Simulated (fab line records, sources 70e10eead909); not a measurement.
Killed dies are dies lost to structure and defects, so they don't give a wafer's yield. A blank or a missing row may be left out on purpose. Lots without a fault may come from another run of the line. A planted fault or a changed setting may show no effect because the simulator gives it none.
fab line records | flow nand_harc
record lots=7 wafers=21 last_day=34
route steps=1302 shown A_BONDPAD@1215
lots that met no fault: from a run of the same line without faults
start_h: hours from the record's first day to the start of the lot's first wafer shown | wait_h: hours since the lot's step before | " the same as in the row above | L1.1+2: a row that stands for several wafers | - no value, or no start given | * or withheld: withheld | < > ~ a bound
route shown NAME@n: a module of which the file shows steps, and the number in the route of the first | usual: mean/standard deviation of fault-free wafers | same: alike in all rows | chamber/n: place in a boat | sites: the reading at each site | _std_site: their standard deviation | _edge_site: outer sites' mean less inner sites' | radius_mm: how far each site lies from the wafer's centre | mask NAME#n: copy n | behind: the tool/chamber that last shaped the wafer | hold: why the lot was held/for how many hours/how that ended | device: the transistor (n, p or np) that didn't switch | end of line: the same wafers' tests at the end of the route | a step without rows: its recipe alone | killed: dies lost to structure and defects at the first sort, not the wafer's yield | map: a wafer's dies, x killed, . not, _ none there
set.NAME: the setting as run; set.NAME@STEP: as run at that earlier step | model.NAME: the simulator's own value behind a step, which no gauge read
lots at some steps of the route; a table a step, a row a wafer
services: from which hour (start_h, from the record's first day; less than 0 if before it) a tool's chamber was out of use, for how many hours, and why
## steps
# step NHARC_A_BONDPAD_CD_MEAS_09
# recipe target_cd_nm=500 landing_energy_ev=500
# usual cd_nm=500.4/1.4
# columns lot.wafer tool chamber start_h wait_h cd_nm
L845.2 cd_sem-03 0 553.41 - 503.2
L845.3 " 0 " " 500.2
L845.5 " 0 " " 500.3
L852.3 cd_sem-01 0 636.21 - 500.7
L852.4 " 0 " " 501.9
L852.5 " 0 " " 500.3
L855.1 cd_sem-01 0 660.41 - 498.7
L855.3 " 0 " " 498.7
L855.5 " 0 " " 500.1
L857.1 cd_sem-02 0 673.46 - 499.4
L857.3 " 0 " " 500.7
L857.6 " 0 " " 500.9
L858.1 cd_sem-03 0 675.54 - 498.0
L858.5 " 0 " " 498.1
L858.6 " 0 " " 500.2
L861.2 cd_sem-03 0 720.62 - 499.9
L861.4 " 0 " " 500.4
L861.5 " 0 " " 501.1
L866.2 cd_sem-02 0 772.41 - 496.8
L866.3 " 0 " " 498.5
L866.6 " 0 " " 497.6
# step NHARC_A_BONDPAD_OVL_MEAS_35
# usual overlay_x_nm=0/6 overlay_y_nm=-1/5
# columns lot.wafer tool chamber start_h wait_h overlay_x_nm overlay_y_nm
L845.2 overlay-01 - 553.50 - 9 3
L845.3 " - " " 8 3
L845.5 " - " " 9 3
L852.3 overlay-02 - 636.29 - -2 -4
L852.4 " - " " -3 -4
L852.5 " - " " -3 -4
L855.1 overlay-02 - 660.50 - -13 -2
L855.3 " - " " -12 -3
L855.5 " - " " -13 -3
L857.1 overlay-01 - 673.55 - 8 -2
L857.3 " - " " 8 -3
L857.6 " - " " 8 -3
L858.1 overlay-01 - 675.63 - -4 4
L858.5 " - " " -4 4
L858.6 " - " " -4 4
L861.2 overlay-02 - 720.71 - 1 2
L861.4 " - " " 1 2
L861.5 " - " " 1 2
L866.2 overlay-02 - 772.50 - 11 5
L866.3 " - " " 11 5
L866.6 " - " " 11 5
# step NHARC_A_BONDPAD_HARDBAKE_10
# recipe temp_c=118 time_s=65
# step NHARC_A_BONDPAD_DESCUM_11
# recipe time_s=3 o2_flow_sccm=200 ar_flow_sccm=0 bias_power_w=0 chemistry=O2
# usual drypump_motor_current_A=6.1/0.49 oes_product_au=1.001/0.0075 rf_vpp_V=57.6/0.94 showerhead_plenum_p_Torr=1.87/0.072 throttle_valve_pct=11.309/0.0093
# columns lot.wafer tool chamber start_h wait_h drypump_motor_current_A oes_product_au rf_hours_counter_h rf_vpp_V showerhead_plenum_p_Torr throttle_valve_pct
L845.2 rie_diel-06 2 553.63 - 6.5 0.997 2 55.6 1.79 11.305
L845.3 " 3 " " 6.6 1.013 2 58.8 1.95 11.299
L845.5 " 2 " " 6.5 1.004 - 57.2 1.79 11.309
L852.4 rie_diel-06 3 636.41 - 6.6 1.010 4 58.6 1.95 11.328
L852.3 " 0 " " 5.4 0.990 5 57.5 1.85 11.295
L852.5 " 0 " " 5.4 0.995 - 57.0 1.85 11.317
L855.3 rie_diel-06 2 660.63 - 6.5 1.005 5 56.8 1.79 11.322
L855.1 " 3 " " 6.6 1.012 5 57.9 1.95 11.300
L855.5 " 2 " " 6.5 1.004 - 56.2 1.79 11.314
L857.1 rie_diel-06 3 673.68 - 6.6 1.006 0 57.9 1.95 11.317
L857.3 " 1 " " 6.6 0.992 0 55.4 1.86 11.297
L857.6 " 1 " " 6.6 0.996 - 58.6 1.86 11.294
L858.1 rie_diel-07 0 675.77 - 6.1 1.003 4 56.7 1.92 11.300
L858.5 " 2 " " 6.5 0.991 - 57.2 1.90 11.301
L858.6 " 3 " " 5.1 0.988 - 57.7 1.83 11.312
L861.2 rie_diel-09 2 720.85 - 5.9 1.001 5 58.3 1.79 11.319
L861.4 " 3 " " 5.8 0.995 6 59.7 2.01 11.324
L861.5 " 0 " " 5.6 0.990 - 58.2 1.82 11.303
L866.3 rie_diel-06 1 772.63 - 6.6 0.993 2 57.6 1.86 11.320
L866.2 " 3 " " 6.6 0.991 2 57.7 1.95 11.307
L866.6 " 0 " " 5.4 0.999 - 56.9 1.84 11.304
# step NHARC_A_BONDPAD_ETCH_34
# recipe target_depth_a=600 overetch_a=180 time_s=65.91 ion_energy_ev=200 n2_flow_sccm=150 h2_flow_sccm=150 ar_flow_sccm=0 rf_w=400 bias_w=150 chemistry=N2/H2
# step NHARC_A_BONDPAD_ETCH_12
# recipe target_depth_a=2200 time_s=110 chf3_flow_sccm=50 o2_flow_sccm=10 ar_flow_sccm=200 rf_w=500 bias_w=200 chemistry=CHF3/O2
# step NHARC_A_BONDPAD_CD_MEAS_13
# usual cd_nm=499.6/1.5
# columns lot.wafer tool chamber start_h wait_h cd_nm
L845.2 cd_sem-03 - 553.94 - 502.9
L845.3 " - " " 499.6
L845.5 " - " " 500.4
L852.3 cd_sem-01 - 636.73 - 500.3
L852.4 " - " " 502.2
L852.5 " - " " 500.9
L855.1 cd_sem-01 - 660.93 - 498.3
L855.3 " - " " 498.5
L855.5 " - " " 499.8
L857.1 cd_sem-03 - 674.03 - 498.5
L857.3 " - " " 499.5
L857.6 " - " " 500.2
L858.1 cd_sem-01 - 676.07 - 497.7
L858.5 " - " " 497.6
L858.6 " - " " 499.1
L861.2 cd_sem-03 - 721.15 - 499.0
L861.4 " - " " 499.3
L861.5 " - " " 500.1
L866.2 cd_sem-03 - 772.94 - 496.5
L866.3 " - " " 499.0
L866.6 " - " " 497.4
# step NHARC_A_BONDPAD_STRIP_15
# recipe o2_flow_sccm=500 ar_flow_sccm=0 bias_w=0 chemistry=O2
# usual drypump_motor_current_A=6.1/0.5 oes_product_au=1.001/0.0073 rf_vpp_V=57.7/0.86 showerhead_plenum_p_Torr=3.46/0.12 throttle_valve_pct=17.036/0.0089
# same bias_w=0
# columns lot.wafer tool chamber start_h wait_h drypump_motor_current_A oes_product_au rf_hours_counter_h rf_vpp_V showerhead_plenum_p_Torr throttle_valve_pct
L845.3 rie_diel-07 1 554.01 0.1 6.1 0.997 21 59.1 3.73 17.029
L845.2 " 2 " " 6.5 1.007 22 57.3 3.53 17.027
L845.5 " 2 " " 6.5 1.002 - 57.3 3.53 17.041
L852.3 rie_diel-09 1 636.80 0.1 6.5 1.006 21 58.8 3.43 17.043
L852.4 " 2 " " 5.8 0.993 22 57.4 3.32 17.041
L852.5 " 2 " " 5.9 1.004 - 57.1 3.33 17.022
L855.3 rie_diel-07 1 661.01 0.1 6.1 1.005 0 59.2 3.71 17.045
L855.1 " 0 " " 6.1 0.997 0 56.7 3.55 17.024
L855.5 " 1 " " 6.1 1.010 - 57.4 3.71 17.049
L857.3 rie_diel-06 1 674.11 0.1 6.6 0.990 0 56.2 3.44 17.049
L857.1 " 2 " " 6.5 1.002 0 57.1 3.31 17.029
L857.6 " 3 " " 6.6 1.006 - 58.0 3.60 17.042
L858.1 rie_diel-07 2 676.14 0.1 6.5 1.007 5 55.8 3.50 17.035
L858.6 " 2 " " 6.5 0.997 - 59.0 3.50 17.042
L858.5 " 3 " " 5.1 1.002 - 57.5 3.38 17.009
L861.2 rie_diel-06 2 721.22 0.1 6.5 1.010 1 56.8 3.31 17.041
L861.4 " 1 " " 6.6 1.002 1 58.8 3.44 17.047
L861.5 " 2 " " 6.5 1.006 - 57.1 3.31 17.042
L866.2 rie_diel-06 2 773.02 0.1 6.5 1.008 2 57.9 3.31 17.040
L866.3 " 0 " " 5.4 0.996 2 57.5 3.41 17.038
L866.6 " 2 " " 6.5 0.988 - 58.6 3.31 17.039
# step NHARC_A_BONDPAD_ETCH_24
# recipe target_depth_a=300 over_etch_frac=0.3 time_s=72.99 ion_energy_ev=150 cf4_flow_sccm=50 n2_flow_sccm=100 ar_flow_sccm=150 rf_w=300 bias_w=100 chemistry=CF4/N2
# step NHARC_A_BONDPAD_STRIP_16
# recipe time_s=600 temp_c=30 chemistry=post_etch_residue_remover
# step NHARC_A_BONDPAD_DEGAS_25
# recipe temp_c=300 time_s=60
# usual heater_power_w=464/43
# columns lot.wafer tool chamber start_h wait_h heater_power_w
L845.2 pvd_sputter-03 - 554.57 - 480
L845.3 " - " " 364
L845.5 " - " " 450
L852.4 pvd_sputter-03 - 637.35 - 356
L852.3 " - " " 486
L852.5 " - " " 365
L855.3 pvd_sputter-01 - 661.57 - 464
L855.1 " - " " 453
L855.5 " - " " 457
L857.3 pvd_sputter-01 - 674.70 - 473
L857.1 " - " " 414
L857.6 " - " " 470
L858.1 pvd_sputter-03 - 676.73 - 448
L858.5 " - " " 433
L858.6 " - " " 489
L861.2 pvd_sputter-02 - 721.76 - 442
L861.4 " - " " 514
L861.5 " - " " 515
L866.3 pvd_sputter-03 - 773.56 - 505
L866.2 " - " " 486
L866.6 " - " " 528
# step NHARC_A_BONDPAD_PRE_CLEAN_26
# recipe time_s=30 temp_c=280 gas=H2/He
# usual heater_power_w=406/37
# columns lot.wafer tool chamber start_h wait_h heater_power_w
L845.3 pvd_sputter-03 - - - 427
L845.2 " - " " 437
L845.5 " - " " 430
L852.4 pvd_sputter-03 - - - 391
L852.3 " - " " 309
L852.5 " - " " 429
L855.1 pvd_sputter-01 - - - 396
L855.3 " - " " 367
L855.5 " - " " 359
L857.3 pvd_sputter-01 - - - 419
L857.1 " - " " 385
L857.6 " - " " 431
L858.1 pvd_sputter-03 - - - 435
L858.5 " - " " 394
L858.6 " - " " 437
L861.2 pvd_sputter-02 - - - 391
L861.4 " - " " 451
L861.5 " - " " 406
L866.2 pvd_sputter-03 - - - 319
L866.3 " - " " 381
L866.6 " - " " 423
# step NHARC_A_BONDPAD_PVD_17
# recipe target_thk_a=50 bias_v=168.6 power_w=15000 chamber_pressure_pa=0.12 time_s=8.06 substrate_temp_c=50 material=TaN
# usual bias_v=168.5/1.8 cathode_dc_power_W=15000/2.8 throttle_valve_pct=30.2/1.3
# columns lot.wafer tool chamber start_h wait_h bias_v cathode_dc_power_W throttle_valve_pct
L845.2 pvd_sputter-03 - 554.69 - 170.0 15001 29.1
L845.3 " - " " 168.7 15000 31.1
L845.5 " - " " 167.3 15006 29.1
L852.3 pvd_sputter-03 - 637.46 - 169.4 14997 29.1
L852.4 " - " " 169.6 15003 31.4
L852.5 " - " " 171.1 15000 29.0
L855.1 pvd_sputter-01 - 661.70 - - - -
L855.3 " - " " - - -
L855.5 " - " " - - -
L857.3 pvd_sputter-01 - 674.83 - - - -
L857.1 " - " " - - -
L857.6 " - " " - - -
L858.1 pvd_sputter-03 - 676.86 - - - -
L858.6 " - " " - - -
L858.5 " - " " - - -
L861.4 pvd_sputter-02 - 721.88 - 169.8 14993 31.6
L861.2 " - " " 168.0 15001 30.8
L861.5 " - " " 166.9 15003 31.8
L866.3 pvd_sputter-03 - 773.67 - 166.8 15004 28.9
L866.2 " - " " 169.9 14996 30.5
L866.6 " - " " 169.0 15002 29.3
# step NHARC_A_BONDPAD_PVD_27
# recipe target_thk_a=300 chamber_pressure_pa=5 power_w=5000 substrate_temp_c=30 time_s=20.49 material=Cu
# usual cathode_dc_power_W=5000.0/0.94 chamber_pressure_pa=5.001/0.0098 throttle_valve_pct=30.2/1.3
# columns lot.wafer tool chamber start_h wait_h cathode_dc_power_W chamber_pressure_pa throttle_valve_pct
L845.2 pvd_sputter-03 - - - 5000.1 4.996 29.0
L845.3 " - " " 4999.9 4.996 30.9
L845.5 " - " " 4998.8 5.008 28.6
L852.4 pvd_sputter-03 - - - 5001.2 5.002 28.5
L852.3 " - " " 5000.1 5.002 31.5
L852.5 " - " " 4999.2 5.007 28.5
L855.3 pvd_sputter-01 - - - 5000.9 5.000 28.5
L855.1 " - " " 4998.5 5.005 31.6
L855.5 " - " " 5000.0 4.998 28.1
L857.3 pvd_sputter-01 - - - 4999.2 4.988 28.0
L857.1 " - " " 4999.8 5.010 31.6
L857.6 " - " " 4999.4 5.008 28.4
L858.1 pvd_sputter-03 - - - 5000.9 5.021 31.5
L858.6 " - " " 5001.5 5.006 31.0
L858.5 " - " " 5000.8 5.005 28.3
L861.4 pvd_sputter-02 - - - 4999.7 5.000 31.8
L861.2 " - " " 5000.8 4.994 30.8
L861.5 " - " " 5000.8 4.973 30.7
L866.3 pvd_sputter-03 - - - 5001.1 4.993 30.6
L866.2 " - " " 4999.4 5.001 28.6
L866.6 " - " " 4999.5 4.984 30.7
## services
# columns tool chamber start_h hours kind
pvd_sputter-03 - 536.44 10.0 pm
rie_diel-06 0 542.20 - clean
rie_diel-07 0 544.77 7.0 repair
pvd_sputter-02 - 550.37 0.5 repair
pvd_sputter-02 - 578.12 2.2 repair
pvd_sputter-01 - 582.02 10.0 pm
rie_diel-06 3 588.52 6.1 repair
rie_diel-09 1 624.67 4.9 repair
rie_diel-06 - 628.86 0.4 repair
rie_diel-07 0 634.89 8.1 repair
rie_diel-07 - 651.93 9.0 pm
rie_diel-06 - 661.20 9.0 pm
rie_diel-09 - 662.10 3.7 repair
pvd_sputter-02 - 665.24 10.0 pm
rie_diel-09 - 674.10 9.0 pm
rie_diel-06 - 674.68 31.4 repair
rie_diel-07 3 700.75 5.1 repair
rie_diel-07 2 704.29 22.1 repair
pvd_sputter-03 - 714.44 10.0 pm
rie_diel-06 0 723.05 5.7 repair
pvd_sputter-03 - 730.38 3.8 repair
rie_diel-07 - 736.39 1.2 repair
rie_diel-06 - 754.78 0.7 repair
pvd_sputter-01 - 760.02 10.0 pm
## key
first_sign step=NHARC_A_BONDPAD_PVD_17 reading=tool_record direction=missing
effect none on later readings
met_at NHARC_A_BONDPAD_PVD_17
struck_wafers L855.1,L855.3,L855.5,L857.1,L857.3,L857.6,L858.1,L858.5,L858.6
later_rows_left_out L855.1,L855.3,L855.5,L857.1,L857.3,L857.6,L858.1,L858.5,L858.6
sort_left_out L855.1,L855.3,L855.5,L857.1,L857.3,L857.6,L858.1,L858.5,L858.6
tester_left_out L855,L857
onset_between 637.46 661.70
earlier_fault kind=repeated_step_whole tool=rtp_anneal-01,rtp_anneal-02 chamber=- onset_h=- steps=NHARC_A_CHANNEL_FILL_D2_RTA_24 times=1 scope=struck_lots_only
fault kind=skipped_step_whole tool=pvd_sputter-01,pvd_sputter-03 chamber=- onset_h=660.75 steps=NHARC_A_BONDPAD_PVD_17 scope=struck_lots_only
# tester_left_out: of these lots the tester's yield and bins aren't shown, on N5 and GAA mostly nor the transistor test; their killed dies are dies lost to structure and defects alone, not to doping, threshold or leakage, so they don't give the yield
# sort_left_out: the simulated sort isn't trusted on such a fault, so these wafers' sort isn't shown, and their yield isn't known
# later_rows_left_out: the simulator's readings of these wafers behind a module that went badly wrong aren't trusted and aren't shown, but for the sort
